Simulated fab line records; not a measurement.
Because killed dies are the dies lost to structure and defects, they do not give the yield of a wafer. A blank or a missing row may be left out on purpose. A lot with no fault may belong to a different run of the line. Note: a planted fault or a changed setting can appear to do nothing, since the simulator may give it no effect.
fab line records | flow n5Finfet
record: lots: 4 wafers: 12 lastDay: 17
route steps=1938 shown MOL_CONTACT_COAG@519 PASSIVATION@1936
lots untouched by any fault: they come from a run of this same line in which no faults occurred
startH: the number of hours between the record's first day and the start of the first shown wafer of the lot | waitH: hours from the lot's prior step to this one | " unchanged from the row above | L1.1+2: a single row standing in for several wafers | - no value, or no start was given | * or withheld: withheld | < > ~ a bound
route shown NAME@n: a module of which the file shows steps, and the number in the route of the first | usual: average and standard deviation across the fault-free wafers | same: alike in all rows | chamber/n: place in a boat | sites: readings site by site | _std_site: the values' standard deviation | _edge_site: outer sites' mean less inner sites' | radiusMm: for every site, how far away it sits from the centre of the wafer | mask NAME#n: copy n | behind: the tool/chamber that last shaped the wafer | hold: why the lot was held/for how many hours/how that ended | device: the n, p or np transistor that did not switch | end of line: the tests these same wafers got at the end of their route | a step without rows: its recipe alone | killed: not the wafer's yield, but the dies lost to structure and defects at the first sort | map: the dies of a wafer, with x for killed, . for not killed, _ for no die there
set.NAME: the setting as run; set.NAME@STEP: as run at that earlier step | model.NAME: the simulator's own value behind a step, which no gauge read
certain route steps with their lots: each step a table, each wafer a row
services: a tool's chamber out of use, with start hour (startH, from the record's first day; less than 0 if before it), hours out, and reason
== steps ==
step: N5_MOL_CONTACT_COAG_COAT_58
recipe: resist: underlayer tempC: 205 timeS: 60 spinRpm: 1500 resistThkNm: 10
step: N5_MOL_CONTACT_COAG_COAT_02
recipe: resist: CAR-EUV spinRpm: 1500 resistThkNm: 30
step: N5_MOL_CONTACT_COAG_EBR_04
recipe: solvent: PGMEA ebrWidthMm: 1.5
step: N5_MOL_CONTACT_COAG_SOFTBAKE_03
recipe: tempC: 110 timeS: 60 resist: CAR-EUV
step: N5_MOL_CONTACT_COAG_EXPOSE_05
recipe: maskId: CA na: 0.33 sourceShape: annular sigmaInner: 0.4 sigmaOuter: 0.8 polarization: unpolarized defocusNm: 0 doseMj: 38.25
step: N5_MOL_CONTACT_COAG_PEB_06
recipe: pebTempC: 100 pebTimeS: 60 resist: CAR-EUV
step: N5_MOL_CONTACT_COAG_DEVELOP_07
recipe: developTimeS: 30 developer: TMAH resist: CAR-EUV rinseLiquid: surfactantRinse dry: airSpin devTempC: 23
step: N5_MOL_CONTACT_COAG_DESCUM_13
recipe: chemistry: O2 timeS: 7 sourcePowerW: 50 biasPowerW: 20 pressureMtorr: 20 rfFrequencyHz: 2.712e+07 tempC: 40 resist: CAR-EUV o2FlowSccm: 225
step: N5_MOL_CONTACT_COAG_ETCH_59
recipe: chemistry: N2/H2 target: underlayer targetDepthA: 130 maskMaterial: CAR-EUV timeS: 10.4 ionEnergyEv: 200 pressureMtorr: 30 sourceW: 840 biasW: 150 n2FlowSccm: 200 h2FlowSccm: 200 ends: cleared
step: N5_MOL_CONTACT_COAG_ETCH_105
recipe: chemistry: CF4 target: SiARC targetDepthA: 156 maskMaterial: CAR-EUV timeS: 26 ionEnergyEv: 80 pressureMtorr: 40 sourceW: 545 biasW: 36 Ar_flow_sccm: 100 cf4FlowSccm: 100 ends: cleared
usual: chamberPressureMTorr: 40.00/0.037 drypumpMotorCurrentA: 5.8/0.33 etchRfOnTimeS: 25.8/0.43 oesProductAu: 0.67/0.07 rfVppV: 184.5/1.2 showerheadPlenumPTorr: 2.17/0.066 throttleValvePct: 15.62/0.29
columns lot.wafer tool chamber startH waitH chamberPressureMTorr drypumpMotorCurrentA etchRfOnTimeS oesProductAu rfHoursCounterH rfVppV showerheadPlenumPTorr throttleValvePct
L199.1 rieDiel-03 1 117.60 0.0 39.96 5.4 25.5 0.66 144 183.6 2.06 15.18
L199.3 " 2 " " 40.01 5.7 25.9 0.79 - 186.3 2.27 15.26
L199.6 " 2 " " 39.99 5.7 25.8 0.79 - 185.4 2.27 15.23
L205.1 rieDiel-04 3 154.77 0.0 40.01 6.2 25.8 0.65 168 184.0 2.14 15.91
L205.3 " 0 " " 39.99 6.3 25.7 0.62 219 183.4 2.20 15.71
L205.6 " 3 " " 39.98 6.2 25.3 0.66 - 184.8 2.14 15.91
L212.4 rieDiel-04 3 196.99 0.0 39.99 6.3 25.5 0.65 183 182.5 2.13 15.95
L212.5 " 1 " " 39.99 6.5 25.4 0.58 - 185.4 2.20 16.00
L212.6 " 2 " " 40.01 6.1 26.0 0.63 - 185.0 2.13 15.98
L213.1 rieDiel-04 3 201.89 0.0 39.98 6.3 25.7 0.64 185 184.5 2.13 15.95
L213.2 " 2 " " 40.02 6.0 26.5 0.63 170 184.1 2.13 15.99
L213.5 " 2 " " 39.98 6.1 26.7 0.63 - 184.5 2.13 15.98
step: N5_MOL_CONTACT_COAG_ETCH_106
recipe: chemistry: N2/H2 target: SOC targetDepthA: 800 overetchA: 160 maskMaterial: SiARC tempC: 40 timeS: 120 ionEnergyEv: 200 pressureMtorr: 30 sourceW: 840 biasW: 150 n2FlowSccm: 200 h2FlowSccm: 200
step: N5_MOL_CONTACT_COAG_STRIP_107
recipe: chemistry: N2/H2 tempC: 40 n2FlowSccm: 200 h2FlowSccm: 200 rfFrequencyHz: 6e+07
step: N5_MOL_CONTACT_COAG_STRIP_108
recipe: chemistry: N2/H2 tempC: 40 n2FlowSccm: 200 h2FlowSccm: 200 rfFrequencyHz: 6e+07
step: N5_MOL_CONTACT_COAG_CONTACT_ETCH_14
recipe: chemistry: C4F6/O2 target: SiO2 targetDepthA: 275 overetchA: 85 maskMaterial: SOC pressureMtorr: 30 sourceW: 370 biasW: 185 Ar_flow_sccm: 300 C4F6_flow_sccm: 16 O2_flow_sccm: 10 timeS: 20 ionEnergyEv: 259.6
step: N5_MOL_CONTACT_COAG_STRIP_109
recipe: chemistry: C4F6/O2 resist: SiARC rfFrequencyHz: 6e+07
step: N5_MOL_CONTACT_COAG_ETCH_15
recipe: chemistry: CH3F/O2 target: SiNx targetDepthA: 70 maskMaterial: SOC stopOn: Si:P overEtchFrac: 0.75 ionEnergyEv: 120 pressureMtorr: 30 sourceW: 395 biasW: 73 Ar_flow_sccm: 150 CH3F_flow_sccm: 30 O2_flow_sccm: 20
step: N5_MOL_CONTACT_COAG_ETCH_110
recipe: chemistry: CF4/O2 target: Si targetDepthA: 25 timeS: 8 pressureMtorr: 100 sourceW: 200 biasW: 12 ionEnergyEv: 60 Ar_flow_sccm: 100 cf4FlowSccm: 100 O2_flow_sccm: 10
step: N5_MOL_CONTACT_COAG_STRIP_98
recipe: chemistry: N2/H2 powerW: 500 tempC: 40 pressureMtorr: 50 rfFrequencyHz: 6e+07 overashFraction: 0.3 biasPowerW: 8 h2Frac: 0.5 n2FlowSccm: 300 h2FlowSccm: 300
step: N5_MOL_CONTACT_COAG_IMPLANT_129
recipe: species: Ge energyKev: 3 doseCm2: 6e+14 tiltDeg: 0 rotationDeg: 0
step: N5_MOL_CONTACT_COAG_PRECLEAN_111
recipe: chemistry: NF3:NH3 afsCycles: 1 tempC: 30 timeS: 20 sublimationTempC: 180 sublimationTimeS: 60 pressureTorr: 3 rfPowerW: 30
step: N5_MOL_CONTACT_COAG_TI_SIL_19
recipe: material: Ti targetThkA: 42 tempC: 200 chamberPressurePa: 5 powerW: 5000 timeS: 15
step: N5_MOL_CONTACT_COAG_ALD_20
recipe: material: TiN targetThkA: 15 tempC: 400 aldPrecursorFamily: TiCl4 aldCoReactant: NH3 pulseTimeS: 1 purgeTimeS: 3 coReactantPurgeTimeS: 2 coReactantPulseTimeS: 2 aldCycles: 68 pressureTorr: 3
step: N5_MOL_CONTACT_COAG_SIL_ANNEAL_21
recipe: tempC: 550 timeS: 60 ambient: N2
step: N5_MOL_CONTACT_COAG_PRE_CLEAN_141
recipe: gas: H2/He timeS: 60 tempC: 300
step: N5_MOL_CONTACT_COAG_SPUTTER_143
recipe: material: Co targetThkA: 25 tempC: 25 chamberPressurePa: 0.2
step: N5_MOL_CONTACT_COAG_CO_FILL_22
recipe: material: Co targetThkA: 200 tempC: 200 precursor: CCTBA/H2 pressureTorr: 30
step: N5_MOL_CONTACT_COAG_ANNEAL_113
recipe: tempC: 400 timeS: 300 ambient: H2/N2
step: N5_MOL_CONTACT_COAG_PRE_CLEAN_142
recipe: gas: H2/He timeS: 60 tempC: 300
step: N5_MOL_CONTACT_COAG_SPUTTER_130
recipe: material: Co targetThkA: 475 tempC: 25 chamberPressurePa: 0.5 powerW: 3000
step: N5_MOL_CONTACT_COAG_PRECLEAN_125
recipe: chemistry: DIW timeS: 57.5 tempC: 23
step: N5_MOL_CONTACT_COAG_SRD_126
recipe: dryTimeS: 32 dry: n2Spin spinRpm: 1500
step: N5_MOL_CONTACT_COAG_CMP_23
recipe: stopOn: SiO2 tOverpolishS: 1.5 postCmpClean: cuAlkaline downForcePsi: 2 platenRpm: 50.289 padVelocityMS: 1.0006 targetThkNm: 0
step: N5_MOL_CONTACT_COAG_WET_ETCH_26
recipe: target: Co targetDepthNm: 13
step: N5_MOL_CONTACT_COAG_WET_ETCH_116
recipe: chemistry: SC1-inhibited targetDepthNm: 4.6 dry: ipaMarangoni rinseTimeS: 30 rinseTempC: 23
step: N5_MOL_CONTACT_COAG_ALD_27
recipe: material: SiOC targetThkA: 170 tempC: 400 aldPrecursorFamily: carbosiloxane aldCoReactant: H2-plasma pulseTimeS: 1.5 timeS: 2720 purgeTimeS: 2 coReactantPurgeTimeS: 2 aldCycles: 340 pressureTorr: 2
step: N5_MOL_CONTACT_COAG_CMP_28
recipe: stopOn: SiNx tOverpolishS: 0.85 postCmpClean: alkalineBrush downForcePsi: 4.15 platenRpm: 51.8 padVelocityMS: 1.0307 targetThkNm: 14.522
step: N5_PASSIVATION_PROBE_49
usual: killed_at_M0_to_M3: 35/11 killed_at_M4_up: 14/5.4 killedAtContacts: 12/6.2 killedAtFrontEnd: 38/11 killedAtOther: 4.1/2.8 killedDies: 103/17 killedOnRim: 13/4 killedOpen: 66/13 killedShort: 34/8.2
same: grossDies: 1180 killedAtBackSide: 0
columns lot.wafer tool chamber startH waitH killed_at_M0_to_M3 killed_at_M4_up killedAtContacts killedAtFrontEnd killedAtOther killedDies killedOnRim killedOpen killedShort
L199.1 prober-02 - 304.21 0.0 39 7 9 54 9 118 15 58 58
L199.3 prober-02 - 304.31 0.1 35 16 16 28 8 103 15 63 38
L199.6 prober-02 - 304.46 0.3 35 9 26 36 3 109 14 73 35
L212.4 prober-02 - 386.97 0.2 50 8 132 42 6 238 27 71 37
L212.5 prober-02 - 387.02 0.2 32 11 2 63 9 117 19 82 34
L212.6 prober-02 - 387.07 0.3 23 6 6 31 9 75 14 41 32
L213.1 prober-02 - 410.95 0.0 24 9 137 58 1 229 27 72 24
killed by level:class
L199.1 FIN_SAQP:geometricParticle:short=23 BEOL_M0_SAQP:geometricParticle:short=9 BEOL_M0_SAQP:geometricParticle:open=8 FIN_SAQP:geometricParticle:open=7 BEOL_M2:geometricParticle:open=7 MOL_CONTACT_COAG:geometricParticle:open=5 DUMMY_GATE:geometricParticle:open=4 GATE_CUT:geometricParticle:short=4
L199.3 MOL_CONTACT_COAG:geometricParticle:open=10 BEOL_M0_SAQP:geometricParticle:short=9 BEOL_M0_SAQP:geometricParticle:open=9 STI_FIN_REVEAL:geometricParticle:open=5 MOL_CONTACT_COAG:geometricParticle:short=5 DUMMY_GATE:geometricParticle:open=4 BEOL_M1:geometricParticle:short=4 BEOL_M2:geometricParticle:open=4
L199.6 MOL_CONTACT_COAG:geometricParticle:open=20 BEOL_M1:geometricParticle:open=12 DUMMY_GATE:geometricParticle:open=5 MOL_CONTACT_COAG:geometricParticle:short=5 BEOL_M0_SAQP:geometricParticle:short=5 BEOL_M2:geometricParticle:open=5 FIN_SAQP:geometricParticle:open=4 FIN_SAQP:geometricParticle:short=4
L212.4 MOL_CONTACT_COAG:unspecified=126 BEOL_M0_SAQP:geometricParticle:short=14 BEOL_M0_SAQP:geometricParticle:open=13 BEOL_M2:geometricParticle:open=13 FIN_SAQP:geometricParticle:open=8 FIN_SAQP:geometricParticle:short=7 GATE_CUT:geometricParticle:short=6 BEOL_M4:geometricParticle:open=5
L212.5 FIN_SAQP:geometricParticle:open=27 FIN_SAQP:geometricParticle:short=8 BEOL_M0_SAQP:geometricParticle:open=7 ILD0:geometricParticle:short=7 BEOL_M0_SAQP:geometricParticle:short=7 BEOL_M2:geometricParticle:open=6 DUMMY_GATE:geometricParticle:open=5 BEOL_M4:geometricParticle:open=5
L212.6 FIN_SAQP:geometricParticle:open=8 BEOL_M0_SAQP:geometricParticle:open=8 BEOL_M0_SAQP:geometricParticle:short=7 MOL_CONTACT_COAG:geometricParticle:open=5 BEOL_M3:geometricParticle:short=4 FIN_SAQP:geometricParticle:short=3 STI_FIN_REVEAL:geometricParticle:open=3 GATE_CUT:geometricParticle:short=3
L213.1 MOL_CONTACT_COAG:unspecified=131 STI_FIN_REVEAL:geometricParticle:open=24 FIN_SAQP:geometricParticle:open=11 BEOL_M3:geometricParticle:open=11 FIN_SAQP:geometricParticle:short=9 MOL_CONTACT_COAG:geometricParticle:open=4 BEOL_M0_SAQP:geometricParticle:open=3 BEOL_M3:geometricParticle:short=3
map L212.4 (x killed, . not)
_________________xxxxxxxxxxxx________________
______________.xxxxxxxxxxxxxxx.._____________
___________.x...xxxxxxxxxxxxxx.x...__________
__________.....xxxxxxxxxxxxx........_________
________.xx.x.xxxxxxxxxxxxxxxx....xx.._______
_______...x.x..xxxxxxxxxxxxxxx.x.......______
______.........xxxxxxxxxxxxxxx..x.....x._____
_____..x...x....xxxxxxxxxxxxx.x......x...____
____......x.....x.xx.xxxxxx........xx.....___
___................xxx..............x......__
___..........xx.......x.....x..............__
__...........x.....................x...x...._
__....................x...x......x......x..._
_........x......x.x.....x.........x.......x..
_.......x.................x........x...xx....
_.x........x.....x.x............x......x.....
_....x................x...............x......
_..x........x.......x..x............xx.......
_......................................x.....
_x.........xx......x.....x.....x........xx...
_..........xx..........................x.....
__................x....x...xx..............._
__......x...x.........x............x...x.x.._
___.................xx.x................x..__
___......x.......x...x.....x.....x......x..__
____......x.........xx.......x.x.x........___
_____.....x...............x............x.____
______...x........x............x.x......_____
_______................x...............______
________.................x............_______
__________.......xx.........x...x..._________
___________....x......x...........x__________
______________....x............._____________
_________________.....x......________________
map L213.1 (x killed, . not)
_________________xxxxxxxxxxxx________________
______________xxxxxxxxxxxxxx...._____________
___________....xxxxxxxxxxxxxxxx....__________
__________.....xxxxxxxxxxxxxxx......_________
________xx....xxxxxxxxxxxxxxxxx..x.x.._______
_______......xx.xxxxxxxxxxxxxxxxx......______
______.x........xxxxxxxxxxxx.x.........._____
_____x....xx.x.x.xxxxxxxxxx.x............____
____..............xxxxxxxxx...............___
___................xxx..xx.................__
___......x.........x..xx...................__
__....x............x................x......._
__x.............x....x..........x......xx..._
_............x..x...........x...x.x..........
_.......x.................x..x..........x..x.
_....xx.xx..........x.x......................
_.....x..x.............x.....................
_..............xx.............x.......x......
_................................xx..x.......
_..x...................x....x................
_.x..............x..x........................
__.....x.....x..x...x..............x........_
__..x.x...xx.x....x......................x.._
___...x......x....................x......x.__
___..............x.......x.............x...__
____..x............x........x...x.........___
_____..x....x..........x..............x..____
______.x........xx.........x..x........._____
_______.........x..........xx..........______
________................x........x...._______
__________.............x............_________
___________....x...............x...__________
______________....x.........x..._____________
_________________...........x________________
== services ==
columns tool chamber startH hours kind
rieDiel-03 3 95.34 22.6 repair
rieDiel-03 0 103.91 18.7 repair
rieDiel-03 - 112.50 2.8 repair
rieDiel-04 2 116.92 6.0 repair
rieDiel-04 1 198.07 - clean
rieDiel-04 1 198.07 - consumableReplace:focusRing
rieDiel-04 1 198.07 16.8 scheduledDown
rieDiel-04 1 198.07 16.8 ventCycle
== key ==
firstSign: step: N5_PASSIVATION_PROBE_49 reading: killedAtContacts direction: up sigmas: 20 usual: 12 struck: 134
effect: step: N5_PASSIVATION_PROBE_49 reading: killedDies direction: up sigmas: 7.7 usual: 103 struck: 234
moreKillsBornAt: N5_MOL_CONTACT_COAG_ETCH_105@rieDiel-04: 257
metAt N5_MOL_CONTACT_COAG_ETCH_105
struckWafers L212.4,L213.1
testerLeftOut L212,L213
onsetBetween 154.77 196.99
fault: kind: chamberParticleSource tool: rieDiel-04 chamber: 3 onsetH: 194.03 steps: N5_MOL_CONTACT_COAG_ETCH_105 ratePerVisitCm2: 1.924 endH: 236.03
testerLeftOut: of these lots the tester's yield and bins aren't shown, on N5 and GAA mostly nor the transistor test; their killed dies are dies lost to structure and defects alone, not to doping, threshold or leakage, so they don't give the yield
